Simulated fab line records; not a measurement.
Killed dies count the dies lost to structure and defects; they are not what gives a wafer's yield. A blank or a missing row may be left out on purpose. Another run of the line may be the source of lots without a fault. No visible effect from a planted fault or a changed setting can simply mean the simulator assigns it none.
Matching of chambers ; flow n5 finfet ; rie diel-03 running N5_HKMG_FIN_ETCH_31: 4 sister chambers
The step etches SiARC in CF4, target depth 45.5 nm, time 75.8 s. 4 wafers are shown with their chamber, then 12 later ones without.

WAFERS, EACH WITH ITS CHAMBER
wafer;chamber;showerhead plenum p Torr (Torr)
L077.5;2;2.22
L081.6;1;2.07
L084.1;3;2.07
L084.5;0;2.12

WAFERS WITHOUT THEIR CHAMBER
wafer;showerhead plenum p Torr (Torr)
L092.1;2.07
L092.2;2.12
L092.3;2.06
L092.4;2.21
L092.5;2.06
L092.6;2.12
L093.2;2.21
L093.3;2.06
L093.6;2.12
L095.1;2.21
L095.2;2.11
L095.6;2.21

WHICH CHAMBER EACH WENT THROUGH
wafer;from the rows above;in truth
L092.1;can't be placed: 1 or 3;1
L092.2;0;0
L092.3;can't be placed: 1 or 3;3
L092.4;2;2
L092.5;can't be placed: 1 or 3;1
L092.6;0;0
L093.2;2;2
L093.3;can't be placed: 1 or 3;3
L093.6;0;0
L095.1;2;2
L095.2;0;0
L095.6;2;2
Correctly placed: 8 of 12. Unplaceable from these rows: 4, with the true chamber sitting among the candidates in 4. Placed wrongly: 0.
How it was worked out, from the rows above alone: a wafer's distance from a chamber is the root of the sum, over the readings, of the square of ((its reading less the chamber's mean) divided by the reading's scatter). If the next closest chamber is less than 2 further off than the closest, the wafer can't be placed; otherwise it belongs to the closest. Each chamber's mean is taken over the wafers shown for it. The scatter: root of mean squared gap, hidden wafer to nearest shown wafer, with one shown wafer a chamber.
